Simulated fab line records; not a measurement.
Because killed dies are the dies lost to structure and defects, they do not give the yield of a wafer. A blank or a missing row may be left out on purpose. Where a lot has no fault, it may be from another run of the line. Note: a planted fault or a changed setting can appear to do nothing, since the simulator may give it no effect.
Which of the tools did it? || flow n5Finfet || 14 lots with 40 wafers sampled at 4 steps, on a route of 1938 steps

## WHAT EACH GAUGE READ, for each wafer
Not one reading of a measure or inspect step in the record can be checked against a usual standard deviation.

## WHAT TOOL EACH LOT RAN ON (gives the tool, then ch and the chambers of the sampled wafers, and finally the start)
{"lot": "L553", "N5_MOL_CONTACT_COAG_TI_SIL_19": "pvdSputter-02, day 5 01:03", "N5_MOL_CONTACT_COAG_ALD_20": "aldMetal-04 ch 0,2,3, day 5 01:11", "N5_MOL_CONTACT_COAG_DEVELOP_83": "lithoTrack-03 ch 0, day 5 10:55", "N5_MOL_CONTACT_COAG_ETCH_89": "rieDiel-04 ch 0,2,3, day 5 11:16"}
{"lot": "L556", "N5_MOL_CONTACT_COAG_TI_SIL_19": "pvdSputter-01, day 5 17:15", "N5_MOL_CONTACT_COAG_ALD_20": "aldMetal-02 ch 0,1, day 5 17:22", "N5_MOL_CONTACT_COAG_DEVELOP_83": "lithoTrack-02, day 6 00:40", "N5_MOL_CONTACT_COAG_ETCH_89": "rieDiel-04 ch 2,3, day 6 01:32"}
{"lot": "L557", "N5_MOL_CONTACT_COAG_TI_SIL_19": "pvdSputter-01, day 6 01:59", "N5_MOL_CONTACT_COAG_ALD_20": "aldMetal-04 ch 0,2,3, day 6 02:07", "N5_MOL_CONTACT_COAG_DEVELOP_83": "lithoTrack-01, day 6 10:10", "N5_MOL_CONTACT_COAG_ETCH_89": "rieDiel-04 ch 0,1, day 6 10:23"}
{"lot": "L559", "N5_MOL_CONTACT_COAG_TI_SIL_19": "pvdSputter-03, day 6 15:26", "N5_MOL_CONTACT_COAG_ALD_20": "aldMetal-04 ch 0,3, day 6 15:34", "N5_MOL_CONTACT_COAG_DEVELOP_83": "lithoTrack-01 ch 0, day 6 23:32", "N5_MOL_CONTACT_COAG_ETCH_89": "rieDiel-04 ch 0,1, day 6 23:45"}
{"lot": "L561", "N5_MOL_CONTACT_COAG_TI_SIL_19": "pvdSputter-03, day 7 01:23", "N5_MOL_CONTACT_COAG_ALD_20": "aldMetal-04 ch 1,2,3, day 7 01:31", "N5_MOL_CONTACT_COAG_DEVELOP_83": "lithoTrack-01 ch 0, day 7 09:25", "N5_MOL_CONTACT_COAG_ETCH_89": "rieDiel-03 ch 0,1,3, day 7 09:38"}
{"lot": "L563", "N5_MOL_CONTACT_COAG_TI_SIL_19": "pvdSputter-03, day 7 09:48", "N5_MOL_CONTACT_COAG_ALD_20": "aldMetal-02 ch 2,3, day 7 09:55", "N5_MOL_CONTACT_COAG_DEVELOP_83": "lithoTrack-03 ch 0, day 7 19:04", "N5_MOL_CONTACT_COAG_ETCH_89": "rieDiel-02 ch 1, day 7 19:38"}
{"lot": "L564", "N5_MOL_CONTACT_COAG_TI_SIL_19": "pvdSputter-02, day 7 18:18", "N5_MOL_CONTACT_COAG_ALD_20": "aldMetal-01 ch 0,1,2, day 7 18:25", "N5_MOL_CONTACT_COAG_DEVELOP_83": "lithoTrack-01 ch 0, day 8 06:35", "N5_MOL_CONTACT_COAG_ETCH_89": "rieDiel-02 ch 0,2,3, day 8 06:48"}
{"lot": "L566", "N5_MOL_CONTACT_COAG_TI_SIL_19": "pvdSputter-01, day 8 06:17", "N5_MOL_CONTACT_COAG_ALD_20": "aldMetal-02 ch 1,3, day 8 06:24", "N5_MOL_CONTACT_COAG_DEVELOP_83": "lithoTrack-01 ch 0, day 8 14:22", "N5_MOL_CONTACT_COAG_ETCH_89": "rieDiel-04 ch 1,2, day 8 14:52"}
{"lot": "L568", "N5_MOL_CONTACT_COAG_TI_SIL_19": "pvdSputter-03, day 8 15:29", "N5_MOL_CONTACT_COAG_ALD_20": "aldMetal-02 ch 0,1,2, day 8 15:36", "N5_MOL_CONTACT_COAG_DEVELOP_83": "lithoTrack-01 ch 0, day 9 03:37", "N5_MOL_CONTACT_COAG_ETCH_89": "rieDiel-03 ch 1,2,3, day 9 04:43"}
{"lot": "L569", "N5_MOL_CONTACT_COAG_TI_SIL_19": "pvdSputter-02, day 8 23:22", "N5_MOL_CONTACT_COAG_ALD_20": "aldMetal-04 ch 0,2,3, day 8 23:29", "N5_MOL_CONTACT_COAG_DEVELOP_83": "lithoTrack-02 ch 0, day 9 07:39", "N5_MOL_CONTACT_COAG_ETCH_89": "rieDiel-02 ch 1,3, day 9 07:53"}
{"lot": "L572", "N5_MOL_CONTACT_COAG_TI_SIL_19": "pvdSputter-03, day 9 23:28", "N5_MOL_CONTACT_COAG_ALD_20": "aldMetal-01 ch 0,1,3, day 9 23:35", "N5_MOL_CONTACT_COAG_DEVELOP_83": "lithoTrack-02 ch 0, day 10 10:08", "N5_MOL_CONTACT_COAG_ETCH_89": "rieDiel-04 ch 2,3, day 10 10:24"}
{"lot": "L573", "N5_MOL_CONTACT_COAG_TI_SIL_19": "pvdSputter-03, day 10 01:29", "N5_MOL_CONTACT_COAG_ALD_20": "aldMetal-04 ch 0,3, day 10 01:37", "N5_MOL_CONTACT_COAG_DEVELOP_83": "lithoTrack-01 ch 0, day 10 10:11", "N5_MOL_CONTACT_COAG_ETCH_89": "rieDiel-04 ch 0,3, day 10 10:31"}
{"lot": "L574", "N5_MOL_CONTACT_COAG_TI_SIL_19": "pvdSputter-02, day 10 07:04", "N5_MOL_CONTACT_COAG_ALD_20": "aldMetal-01 ch 0,2, day 10 07:11", "N5_MOL_CONTACT_COAG_DEVELOP_83": "lithoTrack-03 ch 0, day 10 17:07", "N5_MOL_CONTACT_COAG_ETCH_89": "rieDiel-03 ch 1,2,3, day 10 17:20"}
{"lot": "L575", "N5_MOL_CONTACT_COAG_TI_SIL_19": "pvdSputter-01, day 10 13:41", "N5_MOL_CONTACT_COAG_ALD_20": "aldMetal-04 ch 2,3, day 10 13:49", "N5_MOL_CONTACT_COAG_DEVELOP_83": "lithoTrack-01 ch 0, day 10 21:38", "N5_MOL_CONTACT_COAG_ETCH_89": "rieDiel-02 ch 1,3, day 10 21:56"}
- N5_MOL_CONTACT_COAG_TI_SIL_19: material Ti, target thk 4.2 nm, time 15 s.
- N5_MOL_CONTACT_COAG_ALD_20: deposits TiN, target thk 1.5 nm, pulse time 1 s, purge time 3 s.
- N5_MOL_CONTACT_COAG_DEVELOP_83: develop time 30 s.
- N5_MOL_CONTACT_COAG_ETCH_89: etches underlayer in N2/H2, target depth 13 nm, time 10.4 s.

## WHAT THE TOOLS THEMSELVES READ (means of the sampled wafers that have a number; where no wafer has one, the mark that the record gives instead)
N5_MOL_CONTACT_COAG_TI_SIL_19. Usual: throttleValvePct reads 30.4 % (standard deviation 1).
{"lot": "L553", "tool": "pvdSputter-02", "throttleValvePct (%)": 31.5, "flag": ""}
{"lot": "L556", "tool": "pvdSputter-01", "throttleValvePct (%)": 31.4, "flag": ""}
{"lot": "L557", "tool": "pvdSputter-01", "throttleValvePct (%)": 30.0, "flag": ""}
{"lot": "L559", "tool": "pvdSputter-03", "throttleValvePct (%)": 30.5, "flag": ""}
{"lot": "L561", "tool": "pvdSputter-03", "throttleValvePct (%)": 29.8, "flag": ""}
{"lot": "L563", "tool": "pvdSputter-03", "throttleValvePct (%)": 29.2, "flag": ""}
{"lot": "L564", "tool": "pvdSputter-02", "throttleValvePct (%)": 30.3, "flag": ""}
{"lot": "L566", "tool": "pvdSputter-01", "throttleValvePct (%)": 30.4, "flag": ""}
{"lot": "L568", "tool": "pvdSputter-03", "throttleValvePct (%)": 29.7, "flag": ""}
{"lot": "L569", "tool": "pvdSputter-02", "throttleValvePct (%)": 30.0, "flag": ""}
{"lot": "L572", "tool": "pvdSputter-03", "throttleValvePct (%)": 30.0, "flag": ""}
{"lot": "L573", "tool": "pvdSputter-03", "throttleValvePct (%)": 29.8, "flag": ""}
{"lot": "L574", "tool": "pvdSputter-02", "throttleValvePct (%)": 30.8, "flag": ""}
{"lot": "L575", "tool": "pvdSputter-01", "throttleValvePct (%)": 29.8, "flag": ""}

N5_MOL_CONTACT_COAG_ALD_20. Usual: heaterPowerW 850 W, standard deviation 65; precursorPulseHeightRel 0.998, standard deviation 0.018.
{"lot": "L553", "tool": "aldMetal-04", "heaterPowerW (W)": 827, "precursorPulseHeightRel": 1.007, "flag": ""}
{"lot": "L556", "tool": "aldMetal-02", "heaterPowerW (W)": 877, "precursorPulseHeightRel": 1.006, "flag": ""}
{"lot": "L557", "tool": "aldMetal-04", "heaterPowerW (W)": 819, "precursorPulseHeightRel": 0.999, "flag": ""}
{"lot": "L559", "tool": "aldMetal-04", "heaterPowerW (W)": 869, "precursorPulseHeightRel": 0.981, "flag": ""}
{"lot": "L561", "tool": "aldMetal-04", "heaterPowerW (W)": 805, "precursorPulseHeightRel": 0.993, "flag": ""}
{"lot": "L563", "tool": "aldMetal-02", "heaterPowerW (W)": 922, "precursorPulseHeightRel": 1.012, "flag": ""}
{"lot": "L564", "tool": "aldMetal-01", "heaterPowerW (W)": 859, "precursorPulseHeightRel": 0.993, "flag": ""}
{"lot": "L566", "tool": "aldMetal-02", "heaterPowerW (W)": 877, "precursorPulseHeightRel": 1.023, "flag": ""}
{"lot": "L568", "tool": "aldMetal-02", "heaterPowerW (W)": 920, "precursorPulseHeightRel": 0.999, "flag": ""}
{"lot": "L569", "tool": "aldMetal-04", "heaterPowerW (W)": 819, "precursorPulseHeightRel": 1.014, "flag": ""}
{"lot": "L572", "tool": "aldMetal-01", "heaterPowerW (W)": 790, "precursorPulseHeightRel": 1.001, "flag": ""}
{"lot": "L573", "tool": "aldMetal-04", "heaterPowerW (W)": 869, "precursorPulseHeightRel": 0.997, "flag": ""}
{"lot": "L574", "tool": "aldMetal-01", "heaterPowerW (W)": 837, "precursorPulseHeightRel": 0.991, "flag": ""}
{"lot": "L575", "tool": "aldMetal-04", "heaterPowerW (W)": 782, "precursorPulseHeightRel": 0.993, "flag": ""}

N5_MOL_CONTACT_COAG_DEVELOP_83. Usual: chillPlateTempC reads 22.97 C (standard deviation 0.11).
{"lot": "L553", "tool": "lithoTrack-03", "chillPlateTempC (C)": 23.09, "flag": ""}
{"lot": "L556", "tool": "lithoTrack-02", "chillPlateTempC (C)": "-", "flag": "OFF"}
{"lot": "L557", "tool": "lithoTrack-01", "chillPlateTempC (C)": "-", "flag": "OFF"}
{"lot": "L559", "tool": "lithoTrack-01", "chillPlateTempC (C)": 22.96, "flag": ""}
{"lot": "L561", "tool": "lithoTrack-01", "chillPlateTempC (C)": 23.03, "flag": ""}
{"lot": "L563", "tool": "lithoTrack-03", "chillPlateTempC (C)": 22.89, "flag": ""}
{"lot": "L564", "tool": "lithoTrack-01", "chillPlateTempC (C)": 23.04, "flag": ""}
{"lot": "L566", "tool": "lithoTrack-01", "chillPlateTempC (C)": 22.76, "flag": ""}
{"lot": "L568", "tool": "lithoTrack-01", "chillPlateTempC (C)": 23.01, "flag": ""}
{"lot": "L569", "tool": "lithoTrack-02", "chillPlateTempC (C)": 22.91, "flag": ""}
{"lot": "L572", "tool": "lithoTrack-02", "chillPlateTempC (C)": 22.91, "flag": ""}
{"lot": "L573", "tool": "lithoTrack-01", "chillPlateTempC (C)": 22.94, "flag": ""}
{"lot": "L574", "tool": "lithoTrack-03", "chillPlateTempC (C)": 22.85, "flag": ""}
{"lot": "L575", "tool": "lithoTrack-01", "chillPlateTempC (C)": 22.93, "flag": ""}

N5_MOL_CONTACT_COAG_ETCH_89. Usual: drypumpMotorCurrentA 5.6 A, standard deviation 0.5; etchRfOnTimeS 10.40 s, standard deviation 0.18; oesProductAu 0.68 a.u., standard deviation 0.085; rfVppV 523.6 V, standard deviation 2.3; showerheadPlenumPTorr 2.53 Torr, standard deviation 0.075; throttleValvePct 17.9 %, standard deviation 0.31.
{"lot": "L553", "tool": "rieDiel-04", "drypumpMotorCurrentA (A)": 5.4, "etchRfOnTimeS (s)": 10.43, "oesProductAu (a.u.)": 0.59, "rfVppV (V)": 521.9, "showerheadPlenumPTorr (Torr)": 2.52, "throttleValvePct (%)": 18.1, "flag": ""}
{"lot": "L556", "tool": "rieDiel-04", "drypumpMotorCurrentA (A)": 5.8, "etchRfOnTimeS (s)": 10.57, "oesProductAu (a.u.)": 0.60, "rfVppV (V)": 523.1, "showerheadPlenumPTorr (Torr)": 2.51, "throttleValvePct (%)": 17.9, "flag": ""}
{"lot": "L557", "tool": "rieDiel-04", "drypumpMotorCurrentA (A)": 5.3, "etchRfOnTimeS (s)": 10.34, "oesProductAu (a.u.)": 0.61, "rfVppV (V)": 523.8, "showerheadPlenumPTorr (Torr)": 2.56, "throttleValvePct (%)": 18.3, "flag": ""}
{"lot": "L559", "tool": "rieDiel-04", "drypumpMotorCurrentA (A)": 5.3, "etchRfOnTimeS (s)": 10.42, "oesProductAu (a.u.)": 0.60, "rfVppV (V)": 524.1, "showerheadPlenumPTorr (Torr)": 2.56, "throttleValvePct (%)": 18.3, "flag": ""}
{"lot": "L561", "tool": "rieDiel-03", "drypumpMotorCurrentA (A)": 5.5, "etchRfOnTimeS (s)": 10.42, "oesProductAu (a.u.)": 0.71, "rfVppV (V)": 524.3, "showerheadPlenumPTorr (Torr)": 2.54, "throttleValvePct (%)": 17.8, "flag": ""}
{"lot": "L563", "tool": "rieDiel-02", "drypumpMotorCurrentA (A)": 6.5, "etchRfOnTimeS (s)": 10.94, "oesProductAu (a.u.)": 0.58, "rfVppV (V)": 523.4, "showerheadPlenumPTorr (Torr)": 2.50, "throttleValvePct (%)": 17.6, "flag": ""}
{"lot": "L564", "tool": "rieDiel-02", "drypumpMotorCurrentA (A)": 5.2, "etchRfOnTimeS (s)": 10.34, "oesProductAu (a.u.)": 0.70, "rfVppV (V)": 522.7, "showerheadPlenumPTorr (Torr)": 2.53, "throttleValvePct (%)": 17.8, "flag": ""}
{"lot": "L566", "tool": "rieDiel-04", "drypumpMotorCurrentA (A)": 5.4, "etchRfOnTimeS (s)": 10.18, "oesProductAu (a.u.)": 0.75, "rfVppV (V)": 523.6, "showerheadPlenumPTorr (Torr)": 2.54, "throttleValvePct (%)": 17.8, "flag": ""}
{"lot": "L568", "tool": "rieDiel-03", "drypumpMotorCurrentA (A)": 5.5, "etchRfOnTimeS (s)": 10.45, "oesProductAu (a.u.)": 0.64, "rfVppV (V)": 522.6, "showerheadPlenumPTorr (Torr)": 2.54, "throttleValvePct (%)": 17.8, "flag": ""}
{"lot": "L569", "tool": "rieDiel-02", "drypumpMotorCurrentA (A)": 6.0, "etchRfOnTimeS (s)": 10.20, "oesProductAu (a.u.)": 0.80, "rfVppV (V)": 524.8, "showerheadPlenumPTorr (Torr)": 2.55, "throttleValvePct (%)": 17.3, "flag": ""}
{"lot": "L572", "tool": "rieDiel-04", "drypumpMotorCurrentA (A)": 5.8, "etchRfOnTimeS (s)": 10.48, "oesProductAu (a.u.)": 0.76, "rfVppV (V)": 522.5, "showerheadPlenumPTorr (Torr)": 2.49, "throttleValvePct (%)": 17.5, "flag": ""}
{"lot": "L573", "tool": "rieDiel-04", "drypumpMotorCurrentA (A)": 5.8, "etchRfOnTimeS (s)": 10.35, "oesProductAu (a.u.)": 0.78, "rfVppV (V)": 522.0, "showerheadPlenumPTorr (Torr)": 2.50, "throttleValvePct (%)": 17.6, "flag": ""}
{"lot": "L574", "tool": "rieDiel-03", "drypumpMotorCurrentA (A)": 5.5, "etchRfOnTimeS (s)": 10.46, "oesProductAu (a.u.)": 0.63, "rfVppV (V)": 524.4, "showerheadPlenumPTorr (Torr)": 2.54, "throttleValvePct (%)": 17.8, "flag": ""}
{"lot": "L575", "tool": "rieDiel-02", "drypumpMotorCurrentA (A)": 5.8, "etchRfOnTimeS (s)": 10.31, "oesProductAu (a.u.)": 0.77, "rfVppV (V)": 524.2, "showerheadPlenumPTorr (Torr)": 2.58, "throttleValvePct (%)": 17.4, "flag": ""}

## THE ANSWER, worked out from the rows above alone
Rule: take the mean of a lot's wafers that have a number; if it is more than 3 standard deviations from the usual mean, the lot is off. Also off: a lot with no number at a reading for which 4 or more lots have one. The other lots that the step has rows for count as sound. The gauges are gone through in route order, then the tools' own readings, and for those a lot's mean is taken as printed above. At the first step where some lot is off, the reading lying furthest off is the one used; lots without a number count as furthest.
Off: L556, L557 (N5_MOL_CONTACT_COAG_DEVELOP_83, chillPlateTempC). Without a number there: L556, L557.
If a tool, at that step or one of the process steps before it, ran each lot that is off and ran no sound lot following the first of them, it fits. Not one of the candidates tried fits.

## WHAT HAD BEEN PUT IN BY THE SIMULATOR
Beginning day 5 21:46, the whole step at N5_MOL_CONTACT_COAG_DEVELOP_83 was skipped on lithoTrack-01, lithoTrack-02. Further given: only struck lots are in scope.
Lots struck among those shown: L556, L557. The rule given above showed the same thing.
